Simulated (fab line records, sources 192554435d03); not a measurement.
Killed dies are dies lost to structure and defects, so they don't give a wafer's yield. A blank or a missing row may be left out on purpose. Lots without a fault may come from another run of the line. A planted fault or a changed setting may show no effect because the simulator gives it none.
fab line records | flow n5_finfet
record lots=5 wafers=15 last_day=17
route steps=1938 shown BEOL_M7@1293 PASSIVATION@1936
lots that met no fault: from a run of the same line without faults
start_h: hours from the record's first day to the start of the lot's first wafer shown | wait_h: hours since the lot's step before | " the same as in the row above | L1.1+2: a row that stands for several wafers | - no value, or no start given | * or withheld: withheld | < > ~ a bound
route shown NAME@n: a module of which the file shows steps, and the number in the route of the first | usual: mean/standard deviation of fault-free wafers | same: alike in all rows | chamber/n: place in a boat | sites: the reading at each site | _std_site: their standard deviation | _edge_site: outer sites' mean less inner sites' | radius_mm: how far each site lies from the wafer's centre | mask NAME#n: copy n | behind: the tool/chamber that last shaped the wafer | hold: why the lot was held/for how many hours/how that ended | device: the transistor (n, p or np) that didn't switch | end of line: the same wafers' tests at the end of the route | a step without rows: its recipe alone | killed: dies lost to structure and defects at the first sort, not the wafer's yield | map: a wafer's dies, x killed, . not, _ none there
set.NAME: the setting as run; set.NAME@STEP: as run at that earlier step | model.NAME: the simulator's own value behind a step, which no gauge read
lots at some steps of the route; a table a step, a row a wafer
services: from which hour (start_h, from the record's first day; less than 0 if before it) a tool's chamber was out of use, for how many hours, and why
## steps
# step N5_BEOL_M7_EXPOSE_25
# recipe mask_id=V6 na=0.33 source_shape=annular sigma_inner=0.4 sigma_outer=0.8 polarization=unpolarized target_cd_nm=40 dose_mj=42.5
# step N5_BEOL_M7_PEB_26
# recipe peb_temp_c=100 peb_time_s=60 resist=CAR-EUV
# step N5_BEOL_M7_DEVELOP_27
# recipe develop_time_s=30 developer=TMAH resist=CAR-EUV rinse_liquid=surfactant_rinse dry=air_spin dev_temp_c=23
# step N5_BEOL_M7_CD_MEAS_28
# recipe target_cd_nm=40 landing_energy_ev=500 detector=se_inlens
# usual cd_nm=39.99/0.21
# columns lot.wafer tool chamber start_h wait_h cd_nm
L785.1 cd_sem-03 0 203.74 - 39.66
L785.3 " 0 " " 40.11
L785.6 " 0 " " 39.59
L790.2 cd_sem-01 0 242.90 - 39.84
L790.3 " 0 " " 39.80
L790.5 " 0 " " 39.77
L797.1 cd_sem-03 0 284.23 - 39.80
L797.2 " 0 " " 40.04
L797.3 " 0 " " 40.01
L800.2 cd_sem-03 0 299.68 - 39.73
L800.4 " 0 " " 39.98
L800.5 " 0 " " 39.91
L804.3 cd_sem-02 0 336.09 - 40.08
L804.4 " 0 " " 39.92
L804.5 " 0 " " 40.27
# step N5_BEOL_M7_OVL_MEAS_29
# recipe points_per_wafer=522
# usual V6_OVL=-0.4/0.67
# columns lot.wafer tool chamber start_h wait_h V6_OVL[nm]
L785.1 overlay-02 0 203.77 0.0 1.0
L785.3 " 0 " " 0.5
L785.6 " 0 " " 0.9
L790.2 overlay-02 0 242.93 0.0 -0.4
L790.3 " 0 " " 0.7
L790.5 " 0 " " -0.2
L797.1 overlay-01 0 284.26 0.0 -0.8
L797.2 " 0 " " 0.0
L797.3 " 0 " " -1.2
L800.2 overlay-01 0 299.72 0.0 0.5
L800.4 " 0 " " -0.1
L800.5 " 0 " " -1.0
L804.3 overlay-01 0 336.13 0.0 -0.4
L804.4 " 0 " " 0.2
L804.5 " 0 " " 0.5
# step N5_BEOL_M7_INSPECT_30
# recipe mode=adi inspect_instrument=brightfield
# usual raw_defect_count=412/89
# columns lot.wafer tool chamber start_h wait_h raw_defect_count
L785.1 defect_inspect-01 - 203.83 0.1 383
L785.3 " - " " 391
L785.6 " - " " 302
L790.2 defect_inspect-02 - 242.98 0.0 372
L790.3 " - " " 324
L790.5 " - " " 337
L797.1 defect_inspect-01 - 284.32 0.1 393
L797.2 " - " " 430
L797.3 " - " " 509
L800.2 defect_inspect-02 - 299.77 0.0 398
L800.4 " - " " 426
L800.5 " - " " 394
L804.3 defect_inspect-01 - 336.18 0.0 363
L804.4 " - " " 565
L804.5 " - " " 532
# step N5_BEOL_M7_DESCUM_33
# recipe chemistry=O2 time_s=7 source_power_w=50 bias_power_w=20 pressure_mtorr=20 rf_frequency_hz=2.712e+07 temp_c=40 resist=CAR-EUV o2_flow_sccm=225
# usual drypump_motor_current_A=5.5/0.45 oes_product_au=0.81/0.12 rf_vpp_V=242.9/1.4 showerhead_plenum_p_Torr=2.07/0.08 throttle_valve_pct=20.2/0.35
# columns lot.wafer tool chamber start_h wait_h drypump_motor_current_A oes_product_au rf_hours_counter_h rf_vpp_V showerhead_plenum_p_Torr throttle_valve_pct
L785.1 rie_diel-04 3 203.86 0.0 6.1 0.76 134 240.0 2.02 20.5
L785.3 " 0 " " 5.1 0.69 216 242.1 1.98 20.3
L785.6 " 0 " " 5.1 0.69 - 240.8 1.98 20.3
L790.2 rie_diel-05 3 243.02 0.0 5.0 0.94 13 242.2 2.03 19.6
L790.3 " 0 " " 5.5 0.85 67 244.1 2.12 19.9
L790.5 " 0 " " 5.5 0.85 - 243.2 2.11 19.9
L797.1 rie_diel-05 1 284.36 0.0 5.8 0.95 13 245.2 2.23 20.1
L797.2 " 3 " " 5.0 0.91 27 244.6 2.03 19.6
L797.3 " 2 " " 5.6 0.99 6 244.6 2.14 19.8
L800.2 rie_diel-04 3 299.94 0.2 6.0 0.74 164 241.7 2.01 20.5
L800.4 " 0 " " 5.1 0.68 - 242.1 1.97 20.3
L800.5 " 1 " " 5.0 0.68 - 242.3 1.99 20.5
L804.3 rie_diel-05 1 336.42 0.2 5.8 0.90 27 246.5 2.23 20.1
L804.4 " 0 " " 5.5 0.82 96 243.1 2.10 19.9
L804.5 " 2 " " 5.7 0.94 - 242.9 2.14 19.8
# step N5_BEOL_M7_ETCH_72
# recipe chemistry=N2/H2 target=underlayer target_depth_a=65 mask_material=CAR-EUV time_s=5.2 ion_energy_ev=200 pressure_mtorr=30 source_w=840 bias_w=150 n2_flow_sccm=200 h2_flow_sccm=200 ends=cleared
# usual drypump_motor_current_A=5.5/0.46 etch_rf_on_time_s=5.19/0.13 oes_product_au=0.69/0.098 rf_fwd_power_W=819.3/2.6 rf_vpp_V=523.1/2.8 showerhead_plenum_p_Torr=2.51/0.1 throttle_valve_pct=17.6/0.37
# columns lot.wafer tool chamber start_h wait_h drypump_motor_current_A etch_rf_on_time_s oes_product_au rf_fwd_power_W rf_hours_counter_h rf_vpp_V showerhead_plenum_p_Torr throttle_valve_pct
L785.1 rie_diel-04 3 203.90 0.0 6.1 5.16 0.66 821.9 134 521.4 2.44 17.8
L785.3 " 0 " " 5.1 5.15 0.59 816.5 217 518.5 2.41 17.8
L785.6 " 0 " " 5.1 5.14 0.61 819.2 - 522.0 2.41 17.8
L790.2 rie_diel-05 3 243.05 0.0 5.0 5.10 0.82 819.5 13 523.3 2.49 17.1
L790.3 " 0 " " 5.5 5.20 0.73 820.4 67 525.2 2.56 17.2
L790.5 " 0 " " 5.5 5.32 0.72 818.3 - 526.2 2.56 17.2
L797.1 rie_diel-05 1 284.39 0.0 5.8 5.35 0.78 819.5 13 528.4 2.73 17.7
L797.2 " 3 " " 5.0 5.08 0.78 822.9 27 522.6 2.48 17.2
L797.3 " 2 " " 5.7 5.00 0.85 819.9 6 525.3 2.59 17.1
L800.2 rie_diel-04 3 299.97 0.0 6.1 5.27 0.62 818.0 164 520.4 2.43 17.9
L800.4 " 0 " " 5.1 5.13 0.59 817.0 - 519.3 2.40 17.8
L800.5 " 1 " " 5.0 5.35 0.58 822.2 - 518.9 2.41 17.9
L804.3 rie_diel-05 1 336.45 0.0 5.8 5.40 0.76 816.7 27 527.1 2.72 17.7
L804.4 " 0 " " 5.5 5.17 0.70 822.6 96 525.0 2.55 17.2
L804.5 " 2 " " 5.7 5.06 0.80 816.7 - 526.9 2.58 17.1
# step N5_BEOL_M7_ETCH_65
# recipe chemistry=CF4 target=SiARC target_depth_a=156 mask_material=CAR-EUV time_s=26 ion_energy_ev=80 pressure_mtorr=40 source_w=545 bias_w=36 Ar_flow_sccm=100 cf4_flow_sccm=100 ends=cleared
# usual drypump_motor_current_A=5.5/0.46 etch_rf_on_time_s=25.9/0.71 oes_product_au=0.70/0.097 rf_fwd_power_W=531.8/1.9 rf_vpp_V=183.7/1.2 showerhead_plenum_p_Torr=2.12/0.077 throttle_valve_pct=15.4/0.33
# columns lot.wafer tool chamber start_h wait_h drypump_motor_current_A etch_rf_on_time_s oes_product_au rf_fwd_power_W rf_hours_counter_h rf_vpp_V showerhead_plenum_p_Torr throttle_valve_pct
L785.1 rie_diel-04 3 203.91 0.0 6.1 25.6 0.66 531.1 134 182.0 2.06 15.7
L785.3 " 0 " " 5.1 25.7 0.60 533.0 217 183.1 2.03 15.6
L785.6 " 0 " " 5.1 25.6 0.60 531.5 - 182.8 2.03 15.6
L790.2 rie_diel-05 3 243.07 0.0 5.0 25.4 0.81 529.9 13 184.2 2.09 14.9
L790.3 " 0 " " 5.5 26.2 0.73 531.0 67 184.5 2.17 15.1
L790.5 " 0 " " 5.5 26.2 0.73 531.6 - 184.4 2.17 15.1
L797.1 rie_diel-05 1 284.41 0.0 5.8 27.0 0.78 531.9 13 185.1 2.27 15.1
L797.2 " 3 " " 5.0 25.1 0.79 531.3 27 184.3 2.09 14.9
L797.3 " 2 " " 5.7 25.3 0.84 532.1 6 185.7 2.19 15.1
L800.2 rie_diel-04 3 299.99 0.0 6.1 26.1 0.63 529.9 164 183.0 2.05 15.7
L800.4 " 0 " " 5.1 25.8 0.58 532.8 - 181.9 2.02 15.6
L800.5 " 1 " " 5.0 27.0 0.59 531.5 - 182.6 2.04 15.7
L804.3 rie_diel-05 1 336.47 0.0 5.8 27.3 0.75 533.0 27 184.1 2.26 15.1
L804.4 " 0 " " 5.5 26.4 0.70 531.9 96 183.2 2.16 15.2
L804.5 " 2 " " 5.7 25.9 0.79 531.5 - 182.9 2.19 15.1
# step N5_BEOL_M7_ETCH_66
# recipe chemistry=N2/H2 target=SOC target_depth_a=800 overetch_a=160 mask_material=SiARC temp_c=40 time_s=120 ion_energy_ev=200 pressure_mtorr=30 source_w=840 bias_w=150 n2_flow_sccm=200 h2_flow_sccm=200
# usual drypump_motor_current_A=5.5/0.46 oes_product_au=0.62/0.085 rf_fwd_power_W=836/3.3 rf_vpp_V=523.1/2.8 showerhead_plenum_p_Torr=2.51/0.1 throttle_valve_pct=17.6/0.37
# columns lot.wafer tool chamber start_h wait_h drypump_motor_current_A oes_product_au rf_fwd_power_W rf_hours_counter_h rf_vpp_V showerhead_plenum_p_Torr throttle_valve_pct
L785.1 rie_diel-04 3 203.94 0.0 6.1 0.58 836 134 520.5 2.44 17.8
L785.3 " 0 " " 5.1 0.54 835 217 520.0 2.41 17.7
L785.6 " 0 " " 5.1 0.54 839 - 521.1 2.41 17.7
L790.2 rie_diel-05 3 243.10 0.0 5.0 0.71 834 13 521.9 2.49 17.1
L790.3 " 0 " " 5.5 0.65 828 67 524.5 2.56 17.1
L790.5 " 0 " " 5.5 0.66 830 - 523.7 2.56 17.1
L797.1 rie_diel-05 1 284.44 0.0 5.8 0.72 835 13 528.1 2.73 17.6
L797.2 " 3 " " 5.0 0.69 832 27 522.9 2.48 17.1
L797.3 " 2 " " 5.8 0.74 828 6 525.0 2.59 17.0
L800.2 rie_diel-04 3 300.02 0.0 6.1 0.57 835 164 520.1 2.43 17.8
L800.4 " 0 " " 5.1 0.52 840 - 520.5 2.40 17.8
L800.5 " 1 " " 5.0 0.53 835 - 519.8 2.41 17.9
L804.3 rie_diel-05 1 336.50 0.0 5.8 0.70 839 27 527.5 2.72 17.7
L804.4 " 0 " " 5.6 0.63 833 96 524.2 2.55 17.2
L804.5 " 2 " " 5.7 0.71 833 - 525.6 2.58 17.1
# step N5_BEOL_M7_STRIP_69
# recipe chemistry=N2/H2 temp_c=40 n2_flow_sccm=200 h2_flow_sccm=200 rf_frequency_hz=6e+07
# step N5_BEOL_M7_STRIP_73
# recipe chemistry=N2/H2 temp_c=40 n2_flow_sccm=200 h2_flow_sccm=200 rf_frequency_hz=6e+07
# step N5_BEOL_M7_VIA_ETCH_34
# recipe chemistry=C4F6/O2 target=SiCOH_lowk target_depth_a=1255 mask_material=SOC taper_deg=4 time_s=50.5 ion_energy_ev=250 pressure_mtorr=30 source_w=345 bias_w=185 Ar_flow_sccm=300 C4F6_flow_sccm=10 O2_flow_sccm=10
# usual C4F6_flow_sccm=10.001/0.026 drypump_motor_current_A=5.5/0.46 oes_f_703_au=0.82/0.11 oes_product_au=0.81/0.11 rf_fwd_power_W=341.4/1.5 rf_vpp_V=656/13 showerhead_plenum_p_Torr=2.81/0.11 throttle_valve_pct=20.62/0.28
# columns lot.wafer tool chamber start_h wait_h C4F6_flow_sccm drypump_motor_current_A oes_f_703_au oes_product_au rf_fwd_power_W rf_hours_counter_h rf_vpp_V showerhead_plenum_p_Torr throttle_valve_pct model.etch.depth_nm model.SOC_of_BEOL_M7_COAT_63.thk_nm
L785.1 rie_diel-04 3 204.04 0.0 10.004 6.1 0.78 0.76 342.9 134 645 2.73 20.80 124.9 54.4
L785.3 " 0 " " 10.006 5.1 0.71 0.71 342.2 217 677 2.69 20.74 125.8 54.4
L785.6 " 0 " " 10.022 5.1 0.70 0.71 340.6 - 676 2.70 20.74 124.8 54.4
L790.2 rie_diel-05 3 243.20 0.0 10.015 5.0 0.97 0.96 343.2 13 644 2.79 20.22 130 53.8
L790.3 " 0 " " 10.026 5.5 0.86 0.86 340.9 67 663 2.88 20.39 126.1 53.8
L790.5 " 0 " " 9.977 5.5 0.85 0.86 340.5 - 663 2.88 20.37 125.1 54
L797.1 rie_diel-05 1 284.54 0.0 9.991 5.8 1.15 0.97 424.4 13 601 3.03 20.56 133 53.6
L797.2 " 3 " " 9.969 5.0 0.94 0.91 342.2 28 645 2.78 20.20 127.4 54.2
L797.3 " 2 " " 10.006 5.6 0.97 0.97 339.8 6 664 2.91 20.31 127.1 54
L800.2 rie_diel-04 3 300.12 0.0 10.011 6.1 0.76 0.74 341.5 164 645 2.71 20.85 124.2 54
L800.4 " 0 " " 10.001 5.1 0.69 0.68 343.8 - 677 2.68 20.77 124.8 54
L800.5 " 1 " " 9.973 5.0 0.70 0.69 341.7 - 642 2.72 20.94 121.3 54.4
L804.3 rie_diel-05 1 336.60 0.0 10.004 5.8 0.87 0.89 342.4 27 672 3.03 20.56 122.3 54
L804.4 " 0 " " 10.008 5.5 0.82 0.81 338.3 96 663 2.87 20.41 123.5 54
L804.5 " 2 " " 9.983 5.8 0.93 0.93 340.0 - 665 2.90 20.29 126.3 53.8
# step N5_BEOL_M7_STRIP_76
# recipe chemistry=C4F6/O2 resist=SiARC rf_frequency_hz=6e+07
# step N5_PASSIVATION_PROBE_49
# usual defect_limited_yield=91.5/1.6 killed_at_M0_to_M3=33/10 killed_at_M4_up=13/5.6 killed_at_contacts=13/6 killed_at_front_end=39/12 killed_at_other=3.0/2.8 killed_dies=101/19 killed_open=65/13 killed_short=32/8.3 sort_bin_5_function=5.0/1 sort_bin_6_memory=3.1/0.69 sort_n_pass=1079/19 sort_yield_pct=91.5/1.6
# same gross_dies=1180 killed_at_back_side=0 sort_bin_4_leakage[%]=0 sort_bin_8_speed[%]=0
# columns lot.wafer tool chamber start_h wait_h defect_limited_yield[%] killed_at_M0_to_M3 killed_at_M4_up killed_at_contacts killed_at_front_end killed_at_other killed_dies killed_open killed_short sort_bin_5_function[%] sort_bin_6_memory[%] sort_n_pass sort_yield_pct[%]
L785.1 prober-01 - 270.45 0.1 93.6 30 8 8 26 3 75 50 23 3.9 2.3 1105 93.6
L785.3 prober-01 - 270.55 0.2 90.2 49 8 15 41 3 116 82 31 6.3 2.9 1064 90.2
L785.6 prober-01 - 270.70 0.4 95.0 23 5 4 19 8 59 47 9 3.2 1.8 1121 95.0
L800.2 prober-01 - 376.94 0.1 94.9 26 16 7 11 0 60 44 15 2.8 2.2 1120 94.9
L800.4 prober-01 - 377.04 0.2 94.6 12 11 10 30 1 64 35 24 2.6 2.1 1116 94.6
L800.5 prober-01 - 377.09 0.2 93.6 38 9 7 21 0 75 47 25 3.9 2.2 1105 93.6
# killed by level:class
L785.1 BEOL_M2:geometric_particle:open=9 DUMMY_GATE:geometric_particle:open=7 MOL_CONTACT_COAG:geometric_particle:open=7 BEOL_M1:geometric_particle:open=5 FIN_SAQP:geometric_particle:open=4 BEOL_M0_SAQP:geometric_particle:open=4 FIN_SAQP:geometric_particle:short=3 STI_FIN_REVEAL:geometric_particle:open=3
L785.3 FIN_SAQP:geometric_particle:open=15 BEOL_M1:geometric_particle:open=13 MOL_CONTACT_COAG:geometric_particle:open=12 BEOL_M0_SAQP:geometric_particle:open=9 BEOL_M2:geometric_particle:open=9 DUMMY_GATE:geometric_particle:open=5 BEOL_M1:geometric_particle:short=4 BEOL_M3:geometric_particle:open=4
L785.6 BEOL_M3:geometric_particle:open=8 BEOL_M1:geometric_particle:open=5 STI_FIN_REVEAL:geometric_particle:open=4 DUMMY_GATE:geometric_particle:open=4 FIN_SAQP:geometric_particle:short=3 FIN_SAQP:geometric_particle:open=3 MOL_CONTACT_COAG:geometric_particle:open=3 BEOL_M0_SAQP:geometric_particle:short=3
L800.2 BEOL_M2:geometric_particle:open=9 MOL_CONTACT_COAG:geometric_particle:open=6 BEOL_M3:geometric_particle:open=6 BEOL_M4:geometric_particle:open=6 FIN_SAQP:geometric_particle:short=3 BEOL_M0_SAQP:geometric_particle:open=3 DUMMY_GATE:geometric_particle:open=2 GATE_CUT:geometric_particle:short=2
L800.4 MOL_CONTACT_COAG:geometric_particle:open=7 FIN_SAQP:geometric_particle:short=5 DUMMY_GATE:geometric_particle:open=4 GATE_CUT:geometric_particle:short=4 STARTING-WAFER:geometric_particle:open=4 FIN_SAQP:geometric_particle:open=3 STI_FIN_REVEAL:geometric_particle:open=3 MOL_CONTACT_COAG:geometric_particle:short=3
L800.5 BEOL_M3:geometric_particle:open=9 BEOL_M0_SAQP:geometric_particle:short=8 BEOL_M2:geometric_particle:open=7 MOL_CONTACT_COAG:geometric_particle:open=6 BEOL_M0_SAQP:geometric_particle:open=6 FIN_SAQP:geometric_particle:short=5 STI_FIN_REVEAL:geometric_particle:open=3 ILD0:geometric_particle:short=3
## services
# columns tool chamber start_h hours kind
rie_diel-05 3 180.01 - clean
rie_diel-05 3 180.01 - consumable_replace:focus_ring
rie_diel-05 3 180.01 23.3 scheduled_down
rie_diel-05 3 180.01 23.3 vent_cycle
rie_diel-04 1 183.48 4.8 repair
rie_diel-05 1 212.43 - clean
rie_diel-05 1 212.43 - consumable_replace:focus_ring
rie_diel-05 1 212.43 - consumable_replace:showerhead
rie_diel-05 1 212.43 30.8 scheduled_down
rie_diel-05 1 212.43 30.8 vent_cycle
rie_diel-05 2 243.42 - clean
rie_diel-05 2 243.42 - consumable_replace:focus_ring
rie_diel-05 2 243.42 18.1 scheduled_down
rie_diel-05 2 243.42 18.1 vent_cycle
rie_diel-04 2 287.02 - clean
rie_diel-04 2 287.02 - consumable_replace:focus_ring
rie_diel-04 0 309.21 - clean
rie_diel-04 0 309.21 - consumable_replace:esc
rie_diel-04 0 309.21 - consumable_replace:focus_ring
rie_diel-04 0 309.21 - consumable_replace:showerhead
rie_diel-04 0 309.21 25.9 scheduled_down
rie_diel-04 0 309.21 25.9 vent_cycle
## key
first_sign step=N5_BEOL_M7_VIA_ETCH_34 reading=rf_fwd_power_W direction=up sigmas=57 usual=* struck=*
effect step=N5_BEOL_M7_VIA_ETCH_34 reading=rf_vpp_V direction=down sigmas=4.2 usual=656 struck=601
model_effect step=N5_BEOL_M7_VIA_ETCH_34 value=etch.depth_nm without=122.3 struck=133
met_at N5_BEOL_M7_VIA_ETCH_34
struck_wafers L797.1
fault kind=process_parameter_drift tool=rie_diel-05 chamber=1 onset_h=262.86 steps=N5_BEOL_M7_VIA_ETCH_34 channel=source_w offset=82.8 shape=step end_h=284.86 acts_in=these_recipes_only stated=345
